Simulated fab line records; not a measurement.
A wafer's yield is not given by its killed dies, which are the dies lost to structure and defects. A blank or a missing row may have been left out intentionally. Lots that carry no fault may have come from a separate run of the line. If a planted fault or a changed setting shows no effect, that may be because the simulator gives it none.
Chamber matching | flow n5_finfet | N5_MOL_CONTACT_COAG_CMP_52 on cmp-04: 4 sister chambers
The step polishes, stops on SiO2, t overpolish 1.5 s, target thk 66.5 nm. 8 wafers are shown with their chamber, then 9 later ones without.

== WAFERS WITH THEIR CHAMBER ==
wafer  | chamber | motor_current_A (A) | edge_zone_pressure_frac
L084.5 | 1       | 12.5                | 1.003
L088.2 | 3       | 12.0                | 0.996
L091.3 | 3       | 12.3                | 0.995
L091.4 | 2       | 14.0                | 1.002
L091.5 | 2       | 13.6                | 1.006
L092.1 | 0       | 11.1                | 1.007
L092.3 | 1       | 11.9                | 1.001
L092.5 | 0       | 11.8                | 0.998

== WAFERS WHOSE CHAMBER IS MISSING ==
wafer  | motor_current_A (A) | edge_zone_pressure_frac
L093.3 | 13.4                | 1.003
L093.5 | 11.7                | 0.998
L093.6 | 11.6                | 0.993
L096.1 | 12.5                | 1.005
L096.2 | 11.4                | 0.998
L096.3 | 13.6                | 0.988
L097.2 | 11.5                | 1.001
L097.4 | 13.0                | 1.002
L097.6 | 11.4                | 0.999

== CHAMBER TAKEN BY EACH ==
wafer  | from the rows above          | in truth
L093.3 | 2                            | 2
L093.5 | can't be placed: 3 or 0 or 1 | 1
L093.6 | can't be placed: 3 or 0 or 1 | 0
L096.1 | can't be placed: 1 or 3 or 0 | 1
L096.2 | can't be placed: 0 or 3 or 1 | 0
L096.3 | can't be placed: 3 or 2 or 1 | 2
L097.2 | can't be placed: 0 or 1 or 3 | 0
L097.4 | can't be placed: 1 or 2 or 3 | 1
L097.6 | can't be placed: 0 or 3 or 1 | 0
1 of 9 placed correctly. Cannot be placed on the basis of these rows: 8; the candidates contain the true chamber in 8. Placed wrongly: 0.
How it was worked out, from the rows above alone: a wafer's distance from a chamber is the root of the sum, over the readings, of the square of ((its reading less the chamber's mean) divided by the reading's scatter). If the next closest chamber is less than 2 further off than the closest, the wafer can't be placed; otherwise it belongs to the closest. Each chamber's mean is taken over the wafers shown for it. The scatter: take each reading less its chamber's mean, square it, sum over the shown wafers, divide by the number of wafers less the number of chambers, and take the root.
